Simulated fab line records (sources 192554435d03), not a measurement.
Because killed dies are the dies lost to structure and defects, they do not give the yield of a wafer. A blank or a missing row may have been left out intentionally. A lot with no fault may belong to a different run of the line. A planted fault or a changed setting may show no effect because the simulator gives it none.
Code-filled problem report in 8D (eight disciplines) form || flow n5_finfet || the parts of the form that need people (team, actions taken, sign-off) are left out

## 1. WHAT IS WRONG
Wafers free of any fault read 0.21 nA/um (standard deviation 0.035) for IOFF_P at N5_BEOL_M4_RC_MEAS_101, against a mean of 0.92 nA/um on 6 wafers of 2 lots. Relative to the usual mean, that is a shift of +20 standard deviations.
Earliest sighting: wafer L507.2 on prober-01 at day 12 21:15. The record holds 27 wafers of 9 lots with a number at this step. Rule for "out" (also "out of limits"): further than 4 standard deviations from the usual mean. All remaining wafers that have a number are taken as sound.

## 2. WHAT IT IS, WHAT IT ISN'T
{"question": "which readings at this step", "is": "IOFF_P, DIBL_N, DIBL_P, IOFF_N, IOFF_N_85C, IOFF_N_LIN, IOFF_P_85C, IOFF_P_LIN, ION_N, ION_P, REXT_N, REXT_P, SS_N, VT_N, VT_N_LVT, VT_P, VT_P_LVT", "is not": "-"}
{"question": "which lots", "is": "L506, L507", "is not": "L494, L500, L501, L502, L514, L515, L516"}
{"question": "which wafers of those lots", "is": "all that have a number", "is not": "-"}
{"question": "read on which gauges", "is": "prober-01, prober-02", "is not": "-"}
{"question": "when", "is": "from day 12 21:15", "is not": "up to then (12 sound wafers); but 9 sound wafers of L514, L515, L516 came after"}

## 3. SUSPECTS, AND WHAT RULES EACH OUT
Counting: a tool at any process step up to the reading remains a suspect when it ran all the lots that are out and ran no sound lot after the first of those.
- the gauge at N5_BEOL_M4_RC_MEAS_101 is ruled out. The wafers that are out were read on 2 gauges (prober-01, prober-02).
- ald_sin-01 at N5_DUMMY_GATE_ALD_02 (deposits SiO2, target thk 2 nm, pulse time 1 s): ruled out as a lasting fault. After its first lot that is out, L506 (day 5 21:07), sound lots L516 ran on it.
- ald_sin-02 at N5_SPACER0_ALD_08 (deposits SiNx, target thk 2 nm): ruled out as a lasting fault. After its first lot that is out, L506 (day 6 14:28), sound lots L514, L516 ran on it.
Left after counting: nothing in the record.

## 4. THE CAUSE (what the simulator had put in)
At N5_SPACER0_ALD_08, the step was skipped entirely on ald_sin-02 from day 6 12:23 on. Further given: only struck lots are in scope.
Counting ruled it out, wrongly: the rule takes a fault to strike every lot that its tool runs from its start on, and this one did not.

## 5. SEQUENCE OF EFFECTS, ordered by route
Each row: a reading whose mean over the struck wafers that have a number lies more than 3 standard deviations from the usual. Scope: only readings with a usual standard deviation given in the record; hours: median across lots of the time from each lot's start at the first step in this table that gives one to its start at this step; sigmas: change in usual standard deviations.
{"hours": 0, "step": "N5_BEOL_M4_RC_MEAS_101", "reading": "DIBL_N", "usual": "36.3 mV/V", "on struck wafers": 54.4, "change": "+18.1", "sigmas": "+9.5"}
{"hours": 0, "step": "N5_BEOL_M4_RC_MEAS_101", "reading": "DIBL_P", "usual": "36.0 mV/V", "on struck wafers": 49.7, "change": "+13.7", "sigmas": "+6.5"}
{"hours": 0, "step": "N5_BEOL_M4_RC_MEAS_101", "reading": "IOFF_N", "usual": "0.16 nA/um", "on struck wafers": 0.78, "change": "+0.62", "sigmas": "+20"}
{"hours": 0, "step": "N5_BEOL_M4_RC_MEAS_101", "reading": "IOFF_N_85C", "usual": "3.1 nA/um", "on struck wafers": 11.8, "change": "+8.7", "sigmas": "+17"}
{"hours": 0, "step": "N5_BEOL_M4_RC_MEAS_101", "reading": "IOFF_N_LIN", "usual": "0.073 nA/um", "on struck wafers": 0.249, "change": "+0.176", "sigmas": "+15"}
{"hours": 0, "step": "N5_BEOL_M4_RC_MEAS_101", "reading": "IOFF_N_LONG", "usual": "5.58e-05 nA/um", "on struck wafers": 6.37e-05, "change": "+7.85e-06", "sigmas": "+3.4"}
{"hours": 0, "step": "N5_BEOL_M4_RC_MEAS_101", "reading": "IOFF_P", "usual": "0.21 nA/um", "on struck wafers": 0.92, "change": "+0.71", "sigmas": "+20"}
{"hours": 0, "step": "N5_BEOL_M4_RC_MEAS_101", "reading": "IOFF_P_85C", "usual": "3.6 nA/um", "on struck wafers": 12.6, "change": "+9.0", "sigmas": "+18"}
{"hours": 0, "step": "N5_BEOL_M4_RC_MEAS_101", "reading": "IOFF_P_LIN", "usual": "0.100 nA/um", "on struck wafers": 0.336, "change": "+0.236", "sigmas": "+20"}
{"hours": 0, "step": "N5_BEOL_M4_RC_MEAS_101", "reading": "ION_N", "usual": "675 uA/um", "on struck wafers": 770, "change": "+95", "sigmas": "+6.8"}
{"hours": 0, "step": "N5_BEOL_M4_RC_MEAS_101", "reading": "ION_P", "usual": "464 uA/um", "on struck wafers": 532, "change": "+68", "sigmas": "+8.1"}
{"hours": 0, "step": "N5_BEOL_M4_RC_MEAS_101", "reading": "REXT_N", "usual": "75.3 ohm.um", "on struck wafers": 61.8, "change": -13.5, "sigmas": -8.4}
{"hours": 0, "step": "N5_BEOL_M4_RC_MEAS_101", "reading": "REXT_P", "usual": "100.2 ohm.um", "on struck wafers": 81.9, "change": -18.3, "sigmas": -7.1}
{"hours": 0, "step": "N5_BEOL_M4_RC_MEAS_101", "reading": "SS_N", "usual": "71.5 mV/dec", "on struck wafers": 75.7, "change": "+4.2", "sigmas": "+7.0"}
{"hours": 0, "step": "N5_BEOL_M4_RC_MEAS_101", "reading": "SS_P", "usual": "73.3 mV/dec", "on struck wafers": 76.0, "change": "+2.7", "sigmas": "+3.8"}
{"hours": 0, "step": "N5_BEOL_M4_RC_MEAS_101", "reading": "VT_N", "usual": "250 mV", "on struck wafers": 227, "change": -23, "sigmas": -7.2}
{"hours": 0, "step": "N5_BEOL_M4_RC_MEAS_101", "reading": "VT_N_LVT", "usual": "99 mV", "on struck wafers": 74, "change": -25, "sigmas": -7.9}
{"hours": 0, "step": "N5_BEOL_M4_RC_MEAS_101", "reading": "VT_P", "usual": "-250 mV", "on struck wafers": -224, "change": "+26", "sigmas": "+8.5"}
{"hours": 0, "step": "N5_BEOL_M4_RC_MEAS_101", "reading": "VT_P_LVT", "usual": "-98.9 mV", "on struck wafers": -71.9, "change": "+27.0", "sigmas": "+10"}
{"hours": 106, "step": "N5_PASSIVATION_PROBE_49", "reading": "sort_n_pass", "usual": 1074, "on struck wafers": 0, "change": -1074, "sigmas": -60}
{"hours": 106, "step": "N5_PASSIVATION_PROBE_49", "reading": "sort_yield_pct", "usual": "91.0 %", "on struck wafers": 0.1, "change": -91.0, "sigmas": -61}
Its process steps:
- N5_PASSIVATION_PROBE_49
Readings that are blank on the struck wafers while sound wafers have them: chamber_pressure_Torr at N5_SPACER0_ALD_08; heater_power_outer_w at N5_SPACER0_ALD_08; heater_power_w at N5_SPACER0_ALD_08; susceptor_temp_C at N5_SPACER0_ALD_08.

## 6. WHAT WOULD HAVE CAUGHT IT SOONER
In this record the first reading out of limits at a measuring or inspecting step was taken at day 12 21:15, 153 hours after the fault began at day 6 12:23.
At N5_SPACER0_ALD_08 the tool's readings are blank on the struck wafers, where sound wafers have them: an empty tool record is the first sign, and it was there at once.
